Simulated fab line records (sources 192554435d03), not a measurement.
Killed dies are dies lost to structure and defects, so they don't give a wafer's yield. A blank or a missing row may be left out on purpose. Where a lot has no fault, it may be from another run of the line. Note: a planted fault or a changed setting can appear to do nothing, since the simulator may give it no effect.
Comparing a struck lot with a sound one + flow n5-finfet + 36 out of 1938 route steps
Sound: wafers L505.4, L505.5, L505.6. Struck: wafer L494.4. (L494.3 of the same lot was not struck and is left out.) The cause comes at the end.
For every step that has rows: the tool of each side, followed by ch and its chambers, followed by its first start. Under that, the readings that differ: sound wafers + struck wafers + difference of the means + sigmas: that difference in standard deviations of wafers without a fault.
alike: a reading whose means differ by less than 2 such deviations, as well as words and numbers matching on both sides. not compared: withheld readings; readings where some wafer has no value; bounds like >300 that might hide an equal value; numbers whose values overlap and for which the record gives no deviation.
A row with sigmas, a row that says differs or no value, or rows on one side alone: a step with any of these is where the two part. Numbers that have no deviation but don't overlap get no sigmas and don't part them. Lack of a reading on every wafer of one side parts them only where that side has two or more wafers.

first, 9 steps without rows for these wafers: N5_BEOL_M4_ANNEAL_95 (time 240 s); N5_BEOL_M4_SPUTTER_96 (material Cu, target thk 4.5 nm, time 8.29 s); N5_BEOL_M4_ECD_50 (material Cu, target thk 300 nm); N5_BEOL_M4_ANNEAL_51 (time 90 s); N5_BEOL_M4_CMP_52 (polishes, stops on SiOC, t overpolish 6.8 s, target thk 40 nm); N5_BEOL_M4_PRE_CLEAN_60 (time 15 s); N5_BEOL_M4_CO_CAP_55 (material Co, precursor CCTBA/H2, target thk 2 nm, time 102.1 s); N5_BEOL_M4_PRE_CLEAN_56 (time 15 s); N5_BEOL_M4_DEP_57 (deposits SiCN from 3MS/NH3, target thk 8 nm, time 14 s).
N5_BEOL_M4_RC_MEAS_101:
  sound on prober-02 ch 0, day 12 13:22; struck on prober-01 ch 0, day 9 23:57
  alike: DIBL_N, DIBL_P, IOFF_N, IOFF_P, ION_N, ION_P, SS_N, SS_P, VT_N, VT_P
then, 24 steps without rows for these wafers: N5_BEOL_M5_ILD_DEP_00 (deposits SiCOH lowk from DEMS/porogen, target thk 140.64 nm, time 25.9 s); N5_BEOL_M5_CURE_79 (cures SiCOH lowk, time 240 s); N5_BEOL_M5_PECVD_70 (deposits SiO2 from TEOS/O2, target thk 16 nm, time 18 s); N5_BEOL_M5_HM_DEP_02 (deposits TiN, target thk 20 nm); N5_BEOL_M5_COAT_59 (time 60 s, resist thk 60 nm); N5_BEOL_M5_COAT_60 (time 60 s, resist thk 12 nm); N5_BEOL_M5_COAT_71 (time 60 s, resist thk 5 nm); N5_BEOL_M5_COAT_05 (resist thk 30 nm); N5_BEOL_M5_EBR_07; N5_BEOL_M5_SOFTBAKE_06 (time 60 s); N5_BEOL_M5_EXPOSE_08 (exposes mask M5, target cd 28 nm); N5_BEOL_M5_PEB_09 (peb time 60 s); N5_BEOL_M5_DEVELOP_10 (develop time 30 s); N5_BEOL_M5_DESCUM_16 (chemistry O2, time 7 s); N5_BEOL_M5_ETCH_72 (etches underlayer in N2/H2, target depth 6.5 nm, time 5.2 s); N5_BEOL_M5_ETCH_61 (etches SiARC in CF4, target depth 15.6 nm, time 26 s); N5_BEOL_M5_ETCH_62 (etches SOC in N2/H2, target depth 75 nm, overetch 15 nm, time 112.5 s); N5_BEOL_M5_STRIP_63 (strips in N2/H2); N5_BEOL_M5_STRIP_73 (strips in N2/H2); N5_BEOL_M5_STRIP_64 (strips in CF4); N5_BEOL_M5_HM_OPEN_17 (chemistry Cl2/BCl3, target TiN, target depth 20 nm, overetch 6 nm); N5_BEOL_M5_STRIP_19 (strips in O2); N5_BEOL_M5_COAT_65 (time 60 s, resist thk 60 nm); N5_BEOL_M5_COAT_66 (time 60 s, resist thk 12 nm).
-- here the record skips 4 days between the struck wafers' starts before and after, leaving off in module BEOL_M5 and picking up in module MIM_BOT_ETCH (first step shown: number 1868 of the route) --
N5_MIM_BOT_ETCH_ETCH_00: etches TiN in Cl2/BCl3, target depth 45.5 nm.
  sound on rie-metal-03 ch 1, day 16 06:21; struck on rie-metal-02 ch 1, day 13 14:01
| reading                              | sound             | struck | difference | sigmas |
|--------------------------------------|-------------------|--------|------------|--------|
| oes-product-au (a.u.)                | 0.80 0.80 0.79    | 0.61   | -0.19      | -3     |
| throttle-valve-pct (%)               | 21.79 21.79 21.81 | 22.00  | +0.20      | +2     |
| model.etch.depth-nm (nm)             | 45.86 45.99 45.96 | 34.07  | -11.87     |        |
| model.MIM_BOT_ETCH.cd-offset-nm (nm) | 0 0 0.2           | 0.4    | +0.3       |        |
  alike: drypump-motor-current-A
  not compared: rf-hours-counter-h
N5_PASSIVATION_PROBE_49:
  sound: prober-02 at day 16 15:49; struck: prober-01 at day 13 23:14
| reading                  | sound          | struck | difference | sigmas      |
|--------------------------|----------------|--------|------------|-------------|
| defect-limited-yield (%) | 91.8 87.4 90.1 | 12.7   | -77.1      | -55         |
| killed-at-other          | 7 13 7         | 911    | +902       | +99 or more |
| killed-dies              | 97 149 117     | 1030   | +909       | +57         |
| killed-on-rim            | 14 15 15       | 88     | +73        | +20         |
| sort_bin_5_function (%)  | 4.8 6.9 6.0    | 83.4   | +77.5      | +88         |
| sort-n-pass              | 1083 1031 1063 | 150    | -909       | -57         |
| sort-yield-pct (%)       | 91.8 87.4 90.1 | 12.7   | -77.1      | -55         |
  alike: killed_at_M0_to_M3, killed_at_M4_up, killed-at-contacts, killed-at-front-end, killed-open, killed-short, sort_bin_6_memory

WHERE THEY PART
Last at N5_PASSIVATION_PROBE_49 as far as this record goes, first at N5_MIM_BOT_ETCH_ETCH_00.

WHY: what the simulator had put in
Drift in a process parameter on rie-metal-02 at N5_MIM_BOT_ETCH_ETCH_00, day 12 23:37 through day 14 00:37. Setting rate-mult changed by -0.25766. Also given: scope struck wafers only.
